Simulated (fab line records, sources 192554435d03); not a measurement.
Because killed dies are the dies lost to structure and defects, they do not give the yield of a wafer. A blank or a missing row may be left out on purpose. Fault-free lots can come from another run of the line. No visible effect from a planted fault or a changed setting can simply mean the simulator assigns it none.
The same fault as seen by 3 desks -- flow n5_finfet -- numbers are kept per desk, each desk with only its own; the story behind them comes last

== THE DEFECT DESK ==
Inspection counts along the route, by lot: the mean over sampled wafers that carry a number. Any lot whose mean is over 4 standard deviations away from the usual mean is out of limits and marked OUT; that distance is given in the brackets.
Columns: A = raw_defect_count at N5_BEOL_M15_INSPECT_30, usual 2.3
lot,first seen here,A
L213,day 12 06:44,3.5
L215,day 12 18:47,2.0
L218,day 12 18:50,2.5
L216,day 12 19:10,1.5
L217,day 12 22:41,2.0
L221,day 14 01:08,4.7
L222,day 14 07:53,2.7
L224,day 14 12:42,3.3
L223,day 15 02:56,2.0
L225,day 15 03:44,1.3
L231,day 16 14:53,1.7
L232,day 17 03:43,1.7
L235,day 17 03:59,1.0
Result from this desk: across the 13 lots, nothing is out of limits.

== AT THE TOOL OWNER'S DESK: litho_track-02 ==
The tool's own readings at N5_BEOL_M15_PEB_26 (peb time 90 s): means of the sampled wafers that have a number, for each lot that ran on this tool. Any lot whose mean is over 4 standard deviations away from the usual mean is out of limits and marked OUT; that distance is given in the brackets.
Columns: A = heater_power_total_W at N5_BEOL_M15_PEB_26, usual 172.6 W; B = plate_temp_C at N5_BEOL_M15_PEB_26, usual 130.00 C
lot,first seen here,A,B
L218,day 12 18:40,171.9,129.98
L224,day 14 12:32,173.0,130.01
L231,day 16 14:43,167.2 (-7.2) OUT,126.70 (-25) OUT
L235,day 17 03:49,167.4 (-6.9) OUT,126.90 (-24) OUT
Finding of this desk: L231, L235 out of limits; the first was L231 at day 16 14:43, on heater_power_total_W at N5_BEOL_M15_PEB_26. Within limits: L218, L224.

== AT THE METROLOGY DESK ==
Means of the sampled wafers that have a number, per lot and without regard to the tool the lot ran on: this is what the gauges read. Any lot whose mean is over 4 standard deviations away from the usual mean is out of limits and marked OUT; that distance is given in the brackets.
Columns: A = M14_RS at N5_BEOL_M14_RS_MEAS_54, usual 0.0332 ohm/sq; B = V14_OVL at N5_BEOL_M15_OVL_MEAS_11, usual 0 nm; C = cd_nm at N5_BEOL_M15_CD_MEAS_28, usual 408.8 nm
lot,first seen here,A,B,C
L213,day 12 04:28,0.0337,-4,409.9
L215,day 12 15:25,0.0326,4,408.3
L218,day 12 16:25,0.0327,6,407.6
L216,day 12 16:35,0.0337,-0,408.5
L217,day 12 20:26,0.0321,0,406.9
L221,day 13 22:38,0.0335,-4,412.1
L222,day 14 05:37,0.0332,1,409.1
L224,day 14 09:55,0.0330,-3,408.7
L223,day 15 00:40,0.0332,2,410.2
L225,day 15 01:28,0.0334,4,408.9
L231,day 16 12:16,0.0343,-2,396.1 (-5.5) OUT
L232,day 17 01:33,0.0333,-8,407.0
L235,day 17 01:37,0.0335,3,396.9 (-5.2) OUT
Finding of this desk: L231, L235 out of limits; the first was L231 at day 16 14:49, on cd_nm at N5_BEOL_M15_CD_MEAS_28. Within limits: L213, L215, L218, L216, L217, L221, L222, L224, L223, L225, L232.

== ALL TOGETHER ==
An alarm could have come from the tool owner's desk at day 16 14:43, on L231, L235.
On L231, L235, the metrology desk was in a position to raise an alarm at day 16 14:49.
Nothing the defect desk looked at was out of limits.
The defect desk has L231, L235 on record, within its limits.
On litho_track-02, each named lot ran N5_BEOL_M15_PEB_26.

== WHAT WAS PUT IN BY THE SIMULATOR ==
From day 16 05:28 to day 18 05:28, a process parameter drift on litho_track-02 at N5_BEOL_M15_PEB_26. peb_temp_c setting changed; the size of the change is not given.
Shown lots that were struck: L231, L235.
Hours from the fault's start to each desk's first reading out of limits: the tool owner's desk, 9; the metrology desk, 9.
